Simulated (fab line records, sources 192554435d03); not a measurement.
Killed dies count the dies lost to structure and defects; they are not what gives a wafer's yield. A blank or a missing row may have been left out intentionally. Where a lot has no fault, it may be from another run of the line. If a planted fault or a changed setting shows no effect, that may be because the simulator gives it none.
What tool caused it? | flow n5-finfet | 24 lots with 72 wafers sampled at 6 steps, on a route of 1938 steps

WHAT THE GAUGES SHOWED, per wafer
N5_BEOL_M9_OVL_MEAS_29.
lot  | measured     | on         | V8_OVL (nm)
L074 | day 9 14:46  | overlay-02 | -0.3 -0.7 -0.3
L075 | day 9 18:38  | overlay-02 | 0.9 0.0 -1.0
L077 | day 10 08:20 | overlay-02 | -0.2 0.3 -0.3
L076 | day 10 11:06 | overlay-02 | 0.1 0.2 -0.6
L079 | day 10 14:47 | overlay-02 | 0.2 -0.4 -0.4
L078 | day 10 22:09 | overlay-02 | -1.4 -0.1 -1.8
L080 | day 11 08:40 | overlay-01 | -0.6 -0.3 0.2
L083 | day 11 13:26 | overlay-02 | 1.3 0.7 0.2
L081 | day 11 14:23 | overlay-01 | -0.3 1.1 1.2
L082 | day 11 23:05 | overlay-02 | 0.8 0.5 -0.3
L084 | day 12 09:46 | overlay-01 | 1.0 1.1 0.2
L085 | day 12 18:58 | overlay-02 | -0.2 -1.3 -0.6
L086 | day 13 06:08 | overlay-02 | 0.5 -0.7 -0.6
L089 | day 13 11:32 | overlay-01 | -0.4 -0.3 -0.5
L087 | day 13 17:21 | overlay-02 | 0.3 0.3 -0.2
L088 | day 13 17:31 | overlay-01 | -0.5 -1.4 0.7
L090 | day 14 07:50 | overlay-01 | 0.3 0.0 0.8
L091 | day 14 13:42 | overlay-02 | 0.8 0.4 -0.6
L093 | day 14 22:41 | overlay-02 | -0.4 0.6 0.8
L094 | day 14 22:50 | overlay-01 | 0.1 -0.2 0.0
L095 | day 15 08:28 | overlay-02 | 0.5 -0.1 0.7
L092 | day 15 17:56 | overlay-02 | 1.4 1.4 1.2
L096 | day 15 22:09 | overlay-01 | 0.3 1.0 0.8
L097 | day 16 13:15 | overlay-02 | 0.6 -1.2 0.7

N5_BEOL_M9_RS_MEAS_57: uses a four-point probe to measure.
lot  | measured     | on            | M9_RS (ohm/sq)
L074 | day 9 18:13  | film-metro-01 | 0.148 0.153 0.151
L075 | day 9 21:35  | film-metro-01 | 0.154 0.152 0.150
L077 | day 10 11:46 | film-metro-02 | 0.152 0.149 0.149
L076 | day 10 14:47 | film-metro-01 | 0.161 0.153 0.150
L079 | day 10 18:43 | film-metro-02 | 0.157 0.153 0.149
L078 | day 11 01:20 | film-metro-01 | 0.155 0.152 0.153
L080 | day 11 11:46 | film-metro-02 | 0.155 0.155 0.154
L083 | day 11 17:04 | film-metro-02 | 0.146 0.150 0.146
L081 | day 11 17:20 | film-metro-01 | 0.152 0.152 0.150
L082 | day 12 02:01 | film-metro-02 | 0.148 0.150 0.151
L084 | day 12 14:29 | film-metro-02 | 0.149 0.163 0.145
L085 | day 13 00:14 | film-metro-01 | 0.147 0.153 0.150
L086 | day 13 09:03 | film-metro-02 | 0.154 0.153 0.151
L089 | day 13 15:04 | film-metro-02 | 0.153 0.146 0.153
L087 | day 13 20:29 | film-metro-02 | 0.152 0.151 0.155
L088 | day 13 20:46 | film-metro-02 | 0.161 0.147 0.160
L090 | day 14 10:45 | film-metro-02 | 0.146 0.158 0.146
L091 | day 14 18:33 | film-metro-01 | 0.160 0.153 0.148
L093 | day 15 01:36 | film-metro-02 | 0.150 0.148 0.148
L094 | day 15 02:52 | film-metro-01 | 0.152 0.150 0.150
L095 | day 15 12:00 | film-metro-02 | 0.149 0.151 0.150
L092 | day 15 21:08 | film-metro-02 | 0.145 0.153 0.151
L096 | day 16 01:16 | film-metro-02 | 0.149 0.151 0.148
L097 | day 16 17:59 | film-metro-01 | 0.155 0.153 0.152

N5_BEOL_M10_INSPECT_13: inspects for defects (brightfield).
lot  | measured     | on                | raw-defect-count
L074 | day 9 20:11  | defect-inspect-02 | 558 466 557
L075 | day 10 00:01 | defect-inspect-02 | 275 207 334
L077 | day 10 14:05 | defect-inspect-01 | 372 498 389
L076 | day 10 16:54 | defect-inspect-02 | 400 328 434
L079 | day 10 20:56 | defect-inspect-01 | 456 505 451
L078 | day 11 02:47 | defect-inspect-02 | 299 373 427
L080 | day 11 15:30 | defect-inspect-02 | 371 416 487
L083 | day 11 19:46 | defect-inspect-01 | 442 450 479
L081 | day 11 20:05 | defect-inspect-02 | 286 423 445
L082 | day 12 03:19 | defect-inspect-02 | 478 391 345
L084 | day 12 17:16 | defect-inspect-01 | 370 486 399
L085 | day 13 01:47 | defect-inspect-02 | 245 272 336
L086 | day 13 12:40 | defect-inspect-01 | 342 410 420
L089 | day 13 17:12 | defect-inspect-01 | 361 458 517
L087 | day 13 21:47 | defect-inspect-02 | 538 558 472
L088 | day 13 23:13 | defect-inspect-01 | 404 348 480
L090 | day 14 13:58 | defect-inspect-01 | 410 460 440
L091 | day 14 20:51 | defect-inspect-02 | 346 445 377
L093 | day 15 06:30 | defect-inspect-01 | 301 395 288
L094 | day 15 06:32 | defect-inspect-01 | 599 373 584
L095 | day 15 13:35 | defect-inspect-02 | 357 321 328
L092 | day 15 23:45 | defect-inspect-01 | 317 323 400
L096 | day 16 04:41 | defect-inspect-01 | 561 555 322
L097 | day 16 22:31 | defect-inspect-02 | 334 410 233

WHAT TOOL EACH LOT RAN ON (gives the tool, then ch and the chambers of the sampled wafers, and finally the start)
lot  | N5_BEOL_M9_ETCH_65                 | N5_BEOL_M9_STRIP_36                | N5_BEOL_M9_ALD_74
L074 | rie-diel-06 ch 0,1,2, day 9 14:55  | rie-diel-06 ch 0,1,2, day 9 15:07  | ald-metal-04 ch 0,2,3, day 9 16:05
L075 | rie-diel-03 ch 1,2, day 9 18:46    | rie-diel-03 ch 1,2, day 9 18:58    | ald-metal-03 ch 1,3, day 9 20:01
L077 | rie-diel-03 ch 0,1,2, day 10 08:58 | rie-diel-03 ch 0,1,2, day 10 09:10 | ald-metal-03 ch 0,3, day 10 10:13
L076 | rie-diel-04 ch 0,1,3, day 10 11:14 | rie-diel-04 ch 0,1,3, day 10 11:26 | ald-metal-02 ch 0,2,3, day 10 13:09
L079 | rie-diel-06 ch 0,1,2, day 10 14:55 | rie-diel-06 ch 0,1,2, day 10 15:07 | ald-metal-04 ch 0,1,3, day 10 16:22
L078 | rie-diel-06 ch 1,3, day 10 22:20   | rie-diel-06 ch 1,3, day 10 22:31   | ald-metal-02 ch 1,2,3, day 10 23:45
L080 | rie-diel-06 ch 1,2,3, day 11 08:49 | rie-diel-06 ch 1,2,3, day 11 09:01 | ald-metal-03 ch 0,2, day 11 10:10
L083 | rie-diel-03 ch 0,2,3, day 11 13:41 | rie-diel-03 ch 0,2,3, day 11 13:53 | ald-metal-02 ch 1,2,3, day 11 15:23
L081 | rie-diel-03 ch 0,1,3, day 11 14:32 | rie-diel-03 ch 0,1,3, day 11 14:43 | ald-metal-02 ch 0,2, day 11 15:38
L082 | rie-diel-06 ch 2,3, day 11 23:13   | rie-diel-06 ch 2,3, day 11 23:25   | ald-metal-04 ch 0,1, day 12 00:20
L084 | rie-diel-04 ch 1,2,3, day 12 10:26 | rie-diel-04 ch 1,2,3, day 12 10:37 | ald-metal-02 ch 1,2,3, day 12 12:58
L085 | rie-diel-04 ch 0,2,3, day 12 19:13 | rie-diel-04 ch 0,2,3, day 12 19:25 | ald-metal-02 ch 0,1,3, day 12 20:40
L086 | rie-diel-06 ch 2,3, day 13 06:16   | rie-diel-06 ch 2,3, day 13 06:28   | ald-metal-04 ch 0,1, day 13 07:31
L089 | rie-diel-04 ch 0,2,3, day 13 11:40 | rie-diel-04 ch 0,2,3, day 13 11:52 | ald-metal-04 ch 2,3, day 13 13:23
L087 | rie-diel-03 ch 1,2,3, day 13 17:29 | rie-diel-03 ch 1,2,3, day 13 17:41 | ald-metal-04 ch 0,1,2, day 13 18:39
L088 | rie-diel-04 ch 1,2, day 13 17:40   | rie-diel-04 ch 1,2, day 13 17:51   | ald-metal-04 ch 0,1,2, day 13 18:55
L090 | rie-diel-04 ch 1,2,3, day 14 07:59 | rie-diel-04 ch 1,2,3, day 14 08:11 | ald-metal-04 ch 0,1,2, day 14 09:09
L091 | rie-diel-04 ch 1,2,3, day 14 14:01 | rie-diel-04 ch 1,2,3, day 14 14:12 | ald-metal-03 ch 0,2, day 14 16:57
L093 | rie-diel-03 ch 0,2,3, day 14 22:49 | rie-diel-03 ch 0,2,3, day 14 23:01 | ald-metal-03 ch 0,2, day 15 00:01
L094 | rie-diel-03 ch 1,2,3, day 14 23:28 | rie-diel-03 ch 1,2,3, day 14 23:39 | ald-metal-04 ch 1,2,3, day 15 00:34
L095 | rie-diel-03 ch 0,1,3, day 15 08:37 | rie-diel-03 ch 0,1,3, day 15 08:48 | ald-metal-04 ch 1,2,3, day 15 10:11
L092 | rie-diel-06 ch 0,1,3, day 15 18:05 | rie-diel-06 ch 0,1,3, day 15 18:17 | ald-metal-03 ch 1,2,3, day 15 19:16
L096 | rie-diel-06 ch 1,2, day 15 22:17   | rie-diel-06 ch 1,2, day 15 22:29   | ald-metal-03 ch 0,3, day 15 23:37
L097 | rie-diel-03 ch 2,3, day 16 13:23   | rie-diel-03 ch 2,3, day 16 13:35   | ald-metal-03 ch 0,2,3, day 16 16:17
- N5_BEOL_M9_ETCH_65: etches SiARC in CF4, target depth 15.6 nm, time 26 s.
- N5_BEOL_M9_STRIP_36: strips in N2/H2.
- N5_BEOL_M9_ALD_74: deposits TaN, target thk 2 nm, pulse time 2 s, purge time 3 s.

AS READ BY THE TOOLS THEMSELVES (means over the sampled wafers that have a number; for cases with no such wafer, the mark the record gives instead)
N5_BEOL_M9_ETCH_65.
lot  | tool        | drypump-motor-current-A (A) | etch-rf-on-time-s (s) | mfc-ar-sccm (sccm) | oes-product-au (a.u.) | rf-fwd-power-W (W) | rf-vpp-V (V) | showerhead-plenum-p-Torr (Torr) | throttle-valve-pct (%)
L074 | rie-diel-06 | 5.9                         | 26.0                  | 99.90              | 0.64                  | 533.8              | 183.9        | 2.11                            | 15.72
L075 | rie-diel-03 | 5.9                         | 25.4                  | 99.70              | 0.71                  | 530.1              | 182.6        | 2.07                            | 15.67
L077 | rie-diel-03 | 6.0                         | 25.3                  | 99.94              | 0.73                  | 531.6              | 182.5        | 2.11                            | 15.60
L076 | rie-diel-04 | 5.8                         | 26.7                  | 100.13             | 0.63                  | 532.9              | 183.9        | 2.09                            | 15.46
L079 | rie-diel-06 | 5.9                         | 26.4                  | 99.92              | 0.71                  | 533.5              | 183.0        | 2.11                            | 15.57
L078 | rie-diel-06 | 6.1                         | 26.0                  | 100.08             | 0.67                  | 531.7              | 183.3        | 2.08                            | 15.72
L080 | rie-diel-06 | 6.0                         | 25.9                  | 100.18             | 0.72                  | 532.5              | 183.8        | 2.12                            | 15.57
L083 | rie-diel-03 | 6.0                         | 25.4                  | 100.08             | 0.78                  | 533.1              | 185.3        | 2.19                            | 15.33
L081 | rie-diel-03 | 5.7                         | 25.4                  | 100.20             | 0.71                  | 531.0              | 184.4        | 2.17                            | 15.60
L082 | rie-diel-06 | 5.9                         | 26.4                  | 99.76              | 0.72                  | 533.8              | 184.4        | 2.15                            | 15.46
L084 | rie-diel-04 | 6.0                         | 27.0                  | 100.06             | 0.67                  | 531.4              | 183.8        | 2.13                            | 15.48
L085 | rie-diel-04 | 5.7                         | 25.7                  | 99.96              | 0.68                  | 529.1              | 183.5        | 2.07                            | 15.47
L086 | rie-diel-06 | 5.9                         | 26.4                  | 99.81              | 0.71                  | 531.9              | 184.3        | 2.14                            | 15.47
L089 | rie-diel-04 | 5.7                         | 26.0                  | 100.16             | 0.68                  | 531.1              | 183.7        | 2.07                            | 15.48
L087 | rie-diel-03 | 5.9                         | 25.4                  | 100.12             | 0.72                  | 532.0              | 183.9        | 2.14                            | 15.42
L088 | rie-diel-04 | 6.2                         | 27.3                  | 99.86              | 0.65                  | 530.5              | 184.9        | 2.20                            | 15.55
L090 | rie-diel-04 | 6.0                         | 26.6                  | 100.13             | 0.66                  | 531.2              | 183.8        | 2.13                            | 15.50
L091 | rie-diel-04 | 6.0                         | 26.9                  | 99.82              | 0.65                  | 533.1              | 183.8        | 2.13                            | 15.52
L093 | rie-diel-03 | 5.9                         | 25.5                  | 99.88              | 0.74                  | 530.1              | 184.3        | 2.18                            | 15.39
L094 | rie-diel-03 | 5.9                         | 25.6                  | 100.06             | 0.71                  | 531.9              | 183.7        | 2.14                            | 15.45
L095 | rie-diel-03 | 5.6                         | 25.4                  | 99.78              | 0.68                  | 531.2              | 184.2        | 2.16                            | 15.65
L092 | rie-diel-06 | 5.9                         | 25.7                  | 100.04             | 0.70                  | 534.3              | 184.0        | 2.14                            | 15.63
L096 | rie-diel-06 | 6.0                         | 26.1                  | 100.00             | 0.72                  | 533.1              | 184.9        | 2.15                            | 15.46
L097 | rie-diel-03 | 5.8                         | 26.0                  | 100.28             | 0.74                  | 531.3              | 184.4        | 2.21                            | 15.19

N5_BEOL_M9_STRIP_36.
lot  | tool        | drypump-motor-current-A (A) | oes-product-au (a.u.) | rf-vpp-V (V) | showerhead-plenum-p-Torr (Torr) | throttle-valve-pct (%)
L074 | rie-diel-06 | 5.9                         | 0.76                  | 57.7         | 2.49                            | 23.7
L075 | rie-diel-03 | 5.9                         | 0.80                  | 58.1         | 2.43                            | 23.6
L077 | rie-diel-03 | 6.0                         | 0.85                  | 57.8         | 2.48                            | 23.6
L076 | rie-diel-04 | 5.8                         | 0.75                  | 57.5         | 2.45                            | 23.3
L079 | rie-diel-06 | 5.9                         | 0.84                  | 59.2         | 2.49                            | 23.6
L078 | rie-diel-06 | 6.1                         | 0.79                  | 59.0         | 2.44                            | 23.6
L080 | rie-diel-06 | 6.0                         | 0.84                  | 59.9         | 2.50                            | 23.6
L083 | rie-diel-03 | 6.0                         | 0.91                  | 58.5         | 2.58                            | 23.3
L081 | rie-diel-03 | 5.6                         | 0.83                  | 60.1         | 2.56                            | 23.7
L082 | rie-diel-06 | 5.9                         | 0.86                  | 58.8         | 2.54                            | 23.4
L084 | rie-diel-04 | 6.0                         | 0.80                  | 60.4         | 2.50                            | 23.4
L085 | rie-diel-04 | 5.7                         | 0.80                  | 59.2         | 2.44                            | 23.3
L086 | rie-diel-06 | 5.9                         | 0.83                  | 58.8         | 2.54                            | 23.5
L089 | rie-diel-04 | 5.7                         | 0.80                  | 58.2         | 2.44                            | 23.3
L087 | rie-diel-03 | 5.9                         | 0.84                  | 58.0         | 2.52                            | 23.3
L088 | rie-diel-04 | 6.2                         | 0.77                  | 60.0         | 2.59                            | 23.3
L090 | rie-diel-04 | 6.0                         | 0.79                  | 58.9         | 2.50                            | 23.4
L091 | rie-diel-04 | 5.9                         | 0.78                  | 58.8         | 2.50                            | 23.3
L093 | rie-diel-03 | 6.0                         | 0.86                  | 59.0         | 2.57                            | 23.4
L094 | rie-diel-03 | 5.9                         | 0.82                  | 59.1         | 2.52                            | 23.3
L095 | rie-diel-03 | 5.6                         | 0.79                  | 58.6         | 2.55                            | 23.7
L092 | rie-diel-06 | 5.9                         | 0.81                  | 59.0         | 2.52                            | 23.6
L096 | rie-diel-06 | 6.0                         | 0.85                  | 59.3         | 2.55                            | 23.6
L097 | rie-diel-03 | 5.8                         | 0.87                  | 59.6         | 2.61                            | 23.0

N5_BEOL_M9_ALD_74.
lot  | tool         | heater-power-w (W) | precursor-vessel-temp-c (C)
L074 | ald-metal-04 | 378                | 75.02
L075 | ald-metal-03 | 418                | 74.96
L077 | ald-metal-03 | 367                | 74.96
L076 | ald-metal-02 | 427                | 75.06
L079 | ald-metal-04 | 367                | 74.96
L078 | ald-metal-02 | 374                | 75.02
L080 | ald-metal-03 | 412                | 75.19
L083 | ald-metal-02 | 367                | 75.01
L081 | ald-metal-02 | 484                | 75.04
L082 | ald-metal-04 | 395                | 75.04
L084 | ald-metal-02 | 369                | 74.90
L085 | ald-metal-02 | 371                | 75.10
L086 | ald-metal-04 | 387                | 74.96
L089 | ald-metal-04 | 380                | 74.89
L087 | ald-metal-04 | 394                | 75.01
L088 | ald-metal-04 | 394                | 75.20
L090 | ald-metal-04 | 389                | 74.94
L091 | ald-metal-03 | 375                | 75.10
L093 | ald-metal-03 | 412                | 75.09
L094 | ald-metal-04 | 368                | 74.97
L095 | ald-metal-04 | 370                | 75.08
L092 | ald-metal-03 | 441                | 75.06
L096 | ald-metal-03 | 367                | 75.02
L097 | ald-metal-03 | 385                | 74.97

THE ANSWER, worked out from the rows above alone
Rule: usual is defined by the lots themselves. Put in order of their means at a reading, lots are off if they are a third of the lots or fewer, leave a main group of 4 or more, and stand apart from it by a gap of 3 or more times the standard deviation of the main group's means; of several such gaps the widest counts. A main group is skipped when, at the precision printed for the reading in the tables above, its means are all equal. A lot without any number at a reading at which 4 lots or more have one is off too. All remaining lots with rows at the step are treated as sound. First the gauges in route order, then the tools' own readings, where a lot's mean is used as printed above. The first step at which some lot is off is used, and at that step the reading that is off furthest; a lot without a number counts as furthest.
Across all readings shown, no lot is off: no conclusion can be drawn from this.

WHAT WAS PUT IN BY THE SIMULATOR
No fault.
